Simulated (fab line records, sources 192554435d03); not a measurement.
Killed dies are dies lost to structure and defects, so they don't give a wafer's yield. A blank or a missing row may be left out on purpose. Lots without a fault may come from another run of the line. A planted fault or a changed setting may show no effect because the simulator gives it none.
Which tool did it? | flow n5_finfet | 24 lots, 72 wafers sampled, at 5 steps of a route of 1938

WHAT THE GAUGES READ, wafer by wafer
N5_BEOL_M12_CD_MEAS_10: target cd 140 nm.
lot  | measured     | on        | cd_nm (nm)
L074 | day 10 03:05 | cd_sem-02 | 140.9 142.3 141.8
L076 | day 10 19:25 | cd_sem-02 | 140.1 138.8 140.3
L075 | day 10 20:53 | cd_sem-02 | 141.8 139.9 140.4
L079 | day 11 04:43 | cd_sem-03 | 140.1 137.7 141.3
L077 | day 11 04:53 | cd_sem-02 | 140.7 140.9 137.9
L078 | day 11 05:18 | cd_sem-02 | 140.9 141.5 139.0
L081 | day 11 22:08 | cd_sem-03 | 138.8 139.1 138.6
L080 | day 12 05:08 | cd_sem-02 | 143.0 143.3 140.7
L082 | day 12 07:08 | cd_sem-03 | 137.9 138.9 135.9
L084 | day 12 22:48 | cd_sem-01 | 141.2 138.8 139.8
L083 | day 13 02:12 | cd_sem-01 | 138.7 138.4 139.6
L085 | day 13 04:14 | cd_sem-02 | 138.1 140.9 140.3
L086 | day 13 09:55 | cd_sem-02 | 140.1 140.5 137.4
L088 | day 14 03:24 | cd_sem-02 | 138.9 137.0 138.7
L087 | day 14 03:57 | cd_sem-01 | 141.3 141.7 142.8
L089 | day 14 15:12 | cd_sem-03 | 141.0 139.1 137.6
L091 | day 14 16:52 | cd_sem-02 | 138.4 137.9 140.1
L093 | day 14 19:46 | cd_sem-01 | 139.4 138.3 142.3
L090 | day 14 19:48 | cd_sem-01 | 137.8 138.3 138.2
L092 | day 14 23:19 | cd_sem-02 | 139.5 141.9 142.5
L094 | day 15 13:22 | cd_sem-02 | 135.9 138.7 136.7
L095 | day 15 23:40 | cd_sem-01 | 140.5 141.5 141.8
L096 | day 16 00:26 | cd_sem-01 | 138.5 137.4 138.6
L097 | day 16 06:13 | cd_sem-02 | 139.1 139.3 138.8

N5_BEOL_M13_INSPECT_30: inspects for defects (macro).
lot  | measured     | on                | raw_defect_count
L074 | day 10 10:21 | defect_inspect-02 | 2 3 3
L076 | day 11 02:37 | defect_inspect-02 | 3 1 0
L075 | day 11 02:53 | defect_inspect-02 | 2 2 3
L079 | day 11 10:08 | defect_inspect-02 | 0 3 6
L077 | day 11 10:50 | defect_inspect-02 | 1 1 3
L078 | day 11 12:26 | defect_inspect-01 | 2 1 2
L081 | day 12 04:23 | defect_inspect-02 | 2 2 5
L080 | day 12 12:28 | defect_inspect-01 | 0 1 0
L082 | day 12 12:44 | defect_inspect-02 | 1 3 2
L084 | day 13 05:34 | defect_inspect-02 | 7 2 0
L083 | day 13 07:11 | defect_inspect-01 | 2 2 2
L085 | day 13 14:55 | defect_inspect-02 | 2 1 1
L086 | day 13 16:00 | defect_inspect-02 | 1 0 1
L088 | day 14 11:11 | defect_inspect-02 | 3 0 1
L087 | day 14 11:58 | defect_inspect-01 | 1 1 2
L089 | day 14 22:35 | defect_inspect-02 | 1 4 1
L091 | day 14 23:25 | defect_inspect-02 | 1 4 2
L093 | day 15 00:46 | defect_inspect-01 | 2 3 1
L090 | day 15 07:02 | defect_inspect-02 | 3 2 3
L092 | day 15 07:25 | defect_inspect-02 | 1 1 4
L094 | day 15 21:23 | defect_inspect-02 | 3 0 1
L095 | day 16 05:50 | defect_inspect-01 | 4 4 6
L096 | day 16 06:07 | defect_inspect-01 | 4 2 3
L097 | day 16 11:53 | defect_inspect-01 | 0 1 1

N5_BEOL_M14_INSPECT_12: inspects for defects (macro).
lot  | measured     | on                | raw_defect_count
L074 | day 10 13:40 | defect_inspect-01 | 3 3 1
L076 | day 11 06:13 | defect_inspect-01 | 1 5 2
L075 | day 11 06:36 | defect_inspect-01 | 1 2 3
L079 | day 11 14:29 | defect_inspect-02 | 3 3 3
L077 | day 11 14:50 | defect_inspect-01 | 2 1 2
L078 | day 11 16:26 | defect_inspect-02 | 5 2 4
L081 | day 12 08:27 | defect_inspect-02 | 4 2 3
L080 | day 12 15:59 | defect_inspect-02 | 4 1 5
L082 | day 12 22:00 | defect_inspect-02 | 0 2 2
L084 | day 13 14:06 | defect_inspect-01 | 0 0 2
L083 | day 13 15:08 | defect_inspect-02 | 3 2 3
L085 | day 13 19:26 | defect_inspect-01 | 2 0 3
L086 | day 13 19:30 | defect_inspect-02 | 1 2 4
L088 | day 14 15:08 | defect_inspect-02 | 4 2 2
L087 | day 14 15:25 | defect_inspect-02 | 1 2 2
L089 | day 15 04:26 | defect_inspect-02 | 0 1 1
L091 | day 15 04:52 | defect_inspect-02 | 2 3 2
L093 | day 15 05:42 | defect_inspect-02 | 3 3 1
L090 | day 15 10:40 | defect_inspect-02 | 3 3 0
L092 | day 15 13:08 | defect_inspect-01 | 1 2 3
L094 | day 16 02:46 | defect_inspect-02 | 4 1 1
L095 | day 16 11:13 | defect_inspect-01 | 3 0 1
L096 | day 16 10:04 | defect_inspect-02 | 1 1 2
L097 | day 16 17:08 | defect_inspect-01 | 0 0 0

WHICH TOOL RAN EACH LOT (tool, then ch and the chambers of the sampled wafers, then the start)
lot  | N5_BEOL_M12_ETCH_59                | N5_BEOL_M13_PRE_CLEAN_42
L074 | rie_diel-03 ch 3, day 10 03:14     | pvd_sputter-02, day 10 11:51
L076 | rie_diel-01 ch 1,2, day 10 19:32   | pvd_sputter-01, day 11 03:49
L075 | rie_diel-03 ch 1,2,3, day 10 21:01 | pvd_sputter-01, day 11 04:19
L079 | rie_diel-06 ch 1,2, day 11 04:50   | pvd_sputter-02, day 11 12:32
L077 | rie_diel-01 ch 0,2,3, day 11 05:00 | pvd_sputter-02, day 11 12:54
L078 | rie_diel-01 ch 0,2,3, day 11 05:25 | pvd_sputter-01, day 11 14:29
L081 | rie_diel-01 ch 0,1,3, day 11 22:16 | pvd_sputter-03, day 12 06:30
L080 | rie_diel-01 ch 0,2,3, day 12 05:25 | pvd_sputter-01, day 12 14:10
L082 | rie_diel-03 ch 0,1,2, day 12 07:16 | pvd_sputter-01, day 12 20:04
L084 | rie_diel-01 ch 1,2,3, day 12 23:06 | pvd_sputter-03, day 13 12:08
L083 | rie_diel-06 ch 0,1,3, day 13 02:32 | pvd_sputter-01, day 13 13:11
L085 | rie_diel-03 ch 1,2,3, day 13 04:22 | pvd_sputter-02, day 13 17:23
L086 | rie_diel-06 ch 0,3, day 13 10:02   | pvd_sputter-03, day 13 17:41
L088 | rie_diel-03 ch 0,3, day 14 03:32   | pvd_sputter-01, day 14 13:19
L087 | rie_diel-01 ch 2,3, day 14 04:05   | pvd_sputter-02, day 14 13:25
L089 | rie_diel-01 ch 1,2, day 14 15:22   | pvd_sputter-02, day 15 02:36
L091 | rie_diel-06 ch 0,1, day 14 17:27   | pvd_sputter-02, day 15 02:55
L093 | rie_diel-03 ch 0,1, day 14 19:53   | pvd_sputter-01, day 15 03:34
L090 | rie_diel-06 ch 1,2,3, day 14 20:13 | pvd_sputter-01, day 15 08:02
L092 | rie_diel-01 ch 0,3, day 14 23:26   | pvd_sputter-01, day 15 10:49
L094 | rie_diel-01 ch 0,1,2, day 15 13:49 | pvd_sputter-01, day 16 00:32
L095 | rie_diel-01 ch 0,2, day 15 23:59   | pvd_sputter-01, day 16 09:10
L096 | rie_diel-03 ch 2,3, day 16 00:34   | pvd_sputter-01, day 16 08:07
L097 | rie_diel-01 ch 0,1, day 16 06:20   | pvd_sputter-02, day 16 15:13
- N5_BEOL_M12_ETCH_59: etches BARC in N2/H2, target depth 89 nm, overetch 26.7 nm, time 67.9 s.
- N5_BEOL_M13_PRE_CLEAN_42: time 30 s.

WHAT THE TOOLS THEMSELVES READ (means of the sampled wafers that have a number; where no wafer has one, the mark that the record gives instead)
N5_BEOL_M12_ETCH_59.
lot  | tool        | drypump_motor_current_A (A) | oes_product_au (a.u.) | rf_fwd_power_W (W) | rf_vpp_V (V) | showerhead_plenum_p_Torr (Torr) | throttle_valve_pct (%)
L074 | rie_diel-03 | 5.8                         | 0.77                  | 831                | 524.6        | 2.58                            | 17.76
L076 | rie_diel-01 | 5.3                         | 0.70                  | 834                | 524.7        | 2.60                            | 18.09
L075 | rie_diel-03 | 5.5                         | 0.67                  | 832                | 522.5        | 2.48                            | 17.77
L079 | rie_diel-06 | 5.3                         | 0.66                  | 833                | 523.6        | 2.51                            | 17.91
L077 | rie_diel-01 | 5.7                         | 0.65                  | 830                | 526.2        | 2.61                            | 17.97
L078 | rie_diel-01 | 5.8                         | 0.66                  | 832                | 525.9        | 2.61                            | 17.98
L081 | rie_diel-01 | 6.0                         | 0.69                  | 834                | 525.2        | 2.55                            | 17.82
L080 | rie_diel-01 | 5.7                         | 0.65                  | 829                | 526.3        | 2.61                            | 17.98
L082 | rie_diel-03 | 5.6                         | 0.61                  | 834                | 522.2        | 2.48                            | 17.94
L084 | rie_diel-01 | 5.8                         | 0.69                  | 829                | 526.1        | 2.61                            | 17.89
L083 | rie_diel-06 | 5.1                         | 0.64                  | 831                | 524.2        | 2.54                            | 17.99
L085 | rie_diel-03 | 5.5                         | 0.66                  | 831                | 521.4        | 2.47                            | 17.82
L086 | rie_diel-06 | 4.9                         | 0.64                  | 832                | 523.5        | 2.51                            | 17.99
L088 | rie_diel-03 | 6.0                         | 0.75                  | 832                | 524.6        | 2.58                            | 17.83
L087 | rie_diel-01 | 5.6                         | 0.65                  | 828                | 527.5        | 2.66                            | 18.07
L089 | rie_diel-01 | 5.3                         | 0.67                  | 830                | 525.0        | 2.59                            | 18.13
L091 | rie_diel-06 | 5.3                         | 0.62                  | 832                | 524.8        | 2.56                            | 18.01
L093 | rie_diel-03 | 5.3                         | 0.69                  | 833                | 522.0        | 2.49                            | 17.64
L090 | rie_diel-06 | 5.2                         | 0.64                  | 835                | 522.5        | 2.48                            | 17.97
L092 | rie_diel-01 | 5.9                         | 0.78                  | 831                | 523.8        | 2.55                            | 17.69
L094 | rie_diel-01 | 5.5                         | 0.72                  | 831                | 523.9        | 2.53                            | 17.94
L095 | rie_diel-01 | 5.3                         | 0.69                  | 830                | 525.3        | 2.59                            | 18.11
L096 | rie_diel-03 | 5.8                         | 0.75                  | 830                | 526.8        | 2.66                            | 17.74
L097 | rie_diel-01 | 5.6                         | 0.77                  | 836                | 522.3        | 2.48                            | 17.76

N5_BEOL_M13_PRE_CLEAN_42.
lot  | tool           | heater_power_w (W)
L074 | pvd_sputter-02 | 407
L076 | pvd_sputter-01 | 308
L075 | pvd_sputter-01 | 287
L079 | pvd_sputter-02 | 409
L077 | pvd_sputter-02 | 384
L078 | pvd_sputter-01 | 308
L081 | pvd_sputter-03 | 359
L080 | pvd_sputter-01 | 341
L082 | pvd_sputter-01 | 309
L084 | pvd_sputter-03 | 370
L083 | pvd_sputter-01 | 308
L085 | pvd_sputter-02 | 352
L086 | pvd_sputter-03 | 379
L088 | pvd_sputter-01 | 334
L087 | pvd_sputter-02 | 347
L089 | pvd_sputter-02 | 378
L091 | pvd_sputter-02 | 354
L093 | pvd_sputter-01 | 281
L090 | pvd_sputter-01 | 312
L092 | pvd_sputter-01 | 332
L094 | pvd_sputter-01 | 342
L095 | pvd_sputter-01 | 346
L096 | pvd_sputter-01 | 340
L097 | pvd_sputter-02 | 349

THE ANSWER, worked out from the rows above alone
Rule: what is usual is taken from the lots themselves. Put in order of their means at a reading, lots are off if they are a third of the lots or fewer, leave a main group of 4 or more, and stand apart from it by a gap of 3 or more times the standard deviation of the main group's means; of several such gaps the widest counts. A main group whose means are all the same, to the digits that the tables above print for the reading, isn't used. A lot without any number at a reading at which 4 lots or more have one is off too. The other lots that the step has rows for count as sound. The gauges are gone through in route order, then the tools' own readings, and for those a lot's mean is taken as printed above. The first step at which some lot is off is used, and at that step the reading that is off furthest; a lot without a number counts as furthest.
No lot is off at any reading shown: from this, nothing can be told.

WHAT THE SIMULATOR HAD PUT IN
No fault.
